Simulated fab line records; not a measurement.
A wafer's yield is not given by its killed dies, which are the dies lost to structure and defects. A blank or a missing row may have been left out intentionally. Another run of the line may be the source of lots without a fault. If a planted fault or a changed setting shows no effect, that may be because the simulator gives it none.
8D (eight disciplines) problem report, filled in by code -- flow n5_finfet -- the parts of the form that need people (team, actions taken, sign-off) are left out

1. THE PROBLEM
At N5_MOL_CONTACT_COAG_CMP_28, platen_rpm averages 49.72 rpm over 6 wafers from 2 lots, while fault-free wafers read 51.80 rpm, standard deviation 0.033. Relative to the usual mean, that is a shift of -63 standard deviations.
The step: polishes, stops on SiNx, t overpolish 0.85 s, target thk 14.522 nm.
Seen first at day 8 22:26 on cmp-01, wafer L868.3. The record holds 27 wafers of 9 lots with a number at this step. Rule for "out", or "out of limits": more than 4 standard deviations from the usual mean. The other wafers with a number count as sound.

2. WHAT IT IS AND WHAT IT IS NOT
question,is,is not
which readings at this step,platen_rpm,motor_current_A
which lots,"L868, L869","L853, L854, L857, L862, L872, L874, L876"
which wafers of those lots,all that have a number,-
read on which tools,cmp-01,"cmp-02, cmp-03"
when,from day 8 22:26,"up to then (12 sound wafers); but 9 sound wafers of L872, L874, L876 came after"

3. THE SUSPECTS, EACH WITH WHAT RULES IT OUT
Counting: a tool at any process step up to the reading remains a suspect when it ran all the lots that are out and ran no sound lot after the first of those.
- cmp-01 at N5_MOL_CONTACT_COAG_CMP_28 (polishes, stops on SiNx, t overpolish 0.85 s, target thk 14.522 nm): kept. Every lot that is out went through it, starting with L868 (day 8 22:26), and after that it ran no sound lot; the last sound lot it ran before then is L857 (day 6 03:23). Out on those wafers are its own readings of platen_rpm.
Left after counting: cmp-01 at N5_MOL_CONTACT_COAG_CMP_28.

4. THE CAUSE (what the simulator had put in)
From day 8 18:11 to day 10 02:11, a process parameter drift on cmp-01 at N5_MOL_CONTACT_COAG_CMP_28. A move of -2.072 in setting platen_rpm, from 51.8. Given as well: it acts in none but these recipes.
Only this tool survived the counting.

5. THE CHAIN OF EFFECTS, in route order
Each row: a reading where the mean over the struck wafers with a number is more than 3 standard deviations away from the usual. Readings are gone through only where the record gives a usual standard deviation; hours: the median, over the lots, of the time from a lot's start at the first step in this table giving one to that lot's start at this step; sigmas: the change measured in usual standard deviations.
hours,step,reading,usual,on struck wafers,change,sigmas
0,N5_MOL_CONTACT_COAG_CMP_28,platen_rpm,51.80 rpm,49.72,-2.08,-63
Process steps it contains:
- N5_MOL_CONTACT_COAG_CMP_28: polishes, stops on SiNx, t overpolish 0.85 s, target thk 14.522 nm.
Later steps that measure or inspect, where all struck wafers having a row at the step show a number for every such reading and not one has moved that far: N5_MOL_CONTACT_COAG_CD_MEAS_84, N5_BEOL_M4_RC_MEAS_101.

6. HOW IT WOULD HAVE BEEN CAUGHT EARLIER
4 hours passed between the start of the fault at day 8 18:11 and the first reading out of limits in this record, taken at day 8 22:26.
